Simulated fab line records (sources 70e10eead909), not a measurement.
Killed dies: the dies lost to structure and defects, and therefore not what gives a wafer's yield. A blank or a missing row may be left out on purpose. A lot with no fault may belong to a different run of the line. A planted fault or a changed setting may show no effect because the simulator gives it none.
Which tool did it? -- flow nand-harc -- 6 lots, 18 wafers sampled, at 5 steps of a route of 1159

WHAT EACH GAUGE READ, for each wafer
NHARC_END_SORT_01.
lot,measured,on,killed-at-array
L766,day 22 03:22,prober-01,66 59 62

WHAT TOOL EACH LOT RAN ON (gives the tool, then ch and the chambers of the sampled wafers, and finally the start)
lot,NHARC_A_CHANNEL_FILL_D1_ALD_03,NHARC_A_BONDPAD_ETCH_34,NHARC_THIN_TSV_DEP_43,NHARC_THIN_TSV_CMP_21
L756,"ald-sin-batch-03 ch 0, day 8 20:58","rie-diel-01 ch 0,1,2, day 18 11:56","pecvd-03 ch 0,1,2, day 19 04:29","cmp-03 ch 0,1, day 19 09:52"
L757,"ald-sin-batch-03 ch 0, day 9 15:13","rie-diel-01 ch 0,1,2, day 19 03:28","pecvd-02 ch 0,2, day 19 20:00","cmp-03 ch 0,2, day 20 01:19"
L760,"ald-sin-batch-01 ch 0, day 10 00:43","rie-diel-01 ch 1,2,3, day 19 09:02","pecvd-03 ch 0,1,2, day 19 22:33","cmp-01 ch 2,3, day 20 03:28"
L766,"ald-sin-batch-02 ch 0, day 11 18:26","rie-diel-01 ch 0,1, day 20 21:45","pecvd-02 ch 1,2, day 21 11:16","cmp-01 ch 0,1, day 21 16:24"
L772,"ald-sin-batch-01 ch 0, day 13 06:01","rie-diel-13 ch 0,3, day 22 08:48","pecvd-02 ch 1,2, day 23 05:10","cmp-01 ch 0,1,3, day 23 10:19"
L776,"ald-sin-batch-01 ch 0, day 14 00:52","rie-diel-01 ch 2,3, day 23 07:21","pecvd-02 ch 0,2, day 23 23:25","cmp-02 ch 0,1,3, day 24 04:55"
- NHARC_A_CHANNEL_FILL_D1_ALD_03: deposits SiNx, target thk 6 nm, pulse time 60 s, ald cycles 58.
- NHARC_A_BONDPAD_ETCH_34: etches the open film in N2/H2, target depth 60 nm, overetch 18 nm, time 65.91 s.
- NHARC_THIN_TSV_DEP_43: deposits SiO2, target thk 1328.5 nm.
- NHARC_THIN_TSV_CMP_21: polishes, t overpolish 30 s, target thk 2000 nm.

THE ANSWER, worked out from the rows above alone
Rule: usual is defined by the lots themselves. The widest of any qualifying gaps counts: lots, ordered by their means at a reading, are off when they make up no more than a third of the lots, leave a main group of 4 or more, and stand apart from it by 3 or more times the standard deviation of that group's means. If all means in a main group match to the digits the tables above print for the reading, that group is not used. Also off: a lot with no number at a reading for which 4 or more lots have one. Any other lot the step has rows for is counted as sound.
No lot is off at any reading shown: from this, nothing can be told.

WHAT WAS PUT IN BY THE SIMULATOR
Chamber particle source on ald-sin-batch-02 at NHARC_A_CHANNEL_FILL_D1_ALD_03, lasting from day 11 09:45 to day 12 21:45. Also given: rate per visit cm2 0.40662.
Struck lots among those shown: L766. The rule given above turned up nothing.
